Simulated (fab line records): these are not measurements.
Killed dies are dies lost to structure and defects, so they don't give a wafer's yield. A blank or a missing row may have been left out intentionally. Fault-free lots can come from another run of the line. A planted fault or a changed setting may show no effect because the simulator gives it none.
A lot that was struck, set against a sound lot || flow nand-harc || 14 steps out of a route of 1159
Sound: these wafers, L854.2, L854.3, L854.4. The struck wafers were L861.4, L861.5, L861.6. Last of all comes the cause.
Per side, at each step with rows, come the tool, then ch with its chambers, and then its first start. Under that, the readings that differ: sound wafers || struck wafers || difference of the means || sigmas: that difference in standard deviations of wafers without a fault.
alike: readings with means less than 2 such deviations apart, plus words and numbers identical on both sides. not compared: withheld readings, readings lacking a value on some wafer, bounds such as >300 that could conceal the same value, and numbers that have no deviation in the record and whose values overlap.
A row with sigmas, a row that says differs or no value, or rows on one side alone: a step with any of these is where the two part. Non-overlapping numbers with no deviation appear without sigmas and do not part them. Lack of a reading on every wafer of one side parts them only where that side has two or more wafers.

NHARC_A_SOURCE_PLATE_THK_MEAS_06: measures by ellipsometry.
  sound on film-metro-01 at day 8 04:29; struck on film-metro-01 at day 10 16:16
  alike: thk-nm
NHARC_A_SOURCE_PLATE_INSPECT_08:
  sound on defect-inspect-02 at day 8 04:33; struck on defect-inspect-01 at day 10 16:20
  alike: raw-defect-count
next comes 1 step that has no rows for these wafers: NHARC_A_ONON_D1_DEP_00 (target thickness 1000 nm).
NHARC_A_ONON_D1_THK_MEAS_02: measures by ellipsometry.
  sound on film-metro-02 at day 8 05:07; struck on film-metro-02 at day 10 16:56
  alike: thk-nm
next comes 1 step that has no rows for these wafers: NHARC_A_ONON_D1_DEP_03 (target thickness 1000 nm).
NHARC_A_ONON_D1_THK_MEAS_05: measures by ellipsometry.
  sound on film-metro-01 at day 8 05:41; struck on film-metro-02 at day 10 17:35
  alike: thk-nm
next comes 1 step that has no rows for these wafers: NHARC_A_ONON_D1_DEP_06 (target thickness 1000 nm).
NHARC_A_ONON_D1_THK_MEAS_08: measures by ellipsometry.
  sound on film-metro-01 at day 8 06:15; struck on film-metro-02 at day 10 18:10
  alike: thk-nm
next comes 1 step that has no rows for these wafers: NHARC_A_ONON_D1_DEP_09 (target thickness 1000 nm).
NHARC_A_ONON_D1_THK_MEAS_11: measures by ellipsometry.
  sound on film-metro-01 at day 8 06:49; struck on film-metro-02 at day 10 18:44
  alike: thk-nm
NHARC_A_ONON_D1_DEP_12: target thk 1000 nm.
  sound on pecvd-onon-02 ch 0, day 8 06:56; struck on pecvd-onon-02 ch 0, day 10 18:58
NHARC_A_ONON_D1_THK_MEAS_14: measures by ellipsometry.
  sound on film-metro-02 at day 8 07:23; struck on film-metro-01 at day 10 19:17
{"reading": "thk-nm (nm)", "sound": "1002 1001 1001", "struck": "380 379 380", "difference": -622, "sigmas": -65}
then, 1 step without rows for these wafers: NHARC_A_ONON_D1_ANNEAL_15 (time 3600 s).
-- the record jumps here: 13 days lie between the struck wafers' starts before and after (it left off in module A_ONON_D1 and takes up again in module END, whose first step shown is number 1159 of the route) --
NHARC_END_SORT_01:
  at this point the record logs the struck wafers (prober-01 ch 0, day 23 08:43) and has no rows for the sound ones

WHERE THEY PART
At NHARC_A_ONON_D1_THK_MEAS_14 first; at NHARC_END_SORT_01 last (within this record only).

WHY: what had been put in by the simulator
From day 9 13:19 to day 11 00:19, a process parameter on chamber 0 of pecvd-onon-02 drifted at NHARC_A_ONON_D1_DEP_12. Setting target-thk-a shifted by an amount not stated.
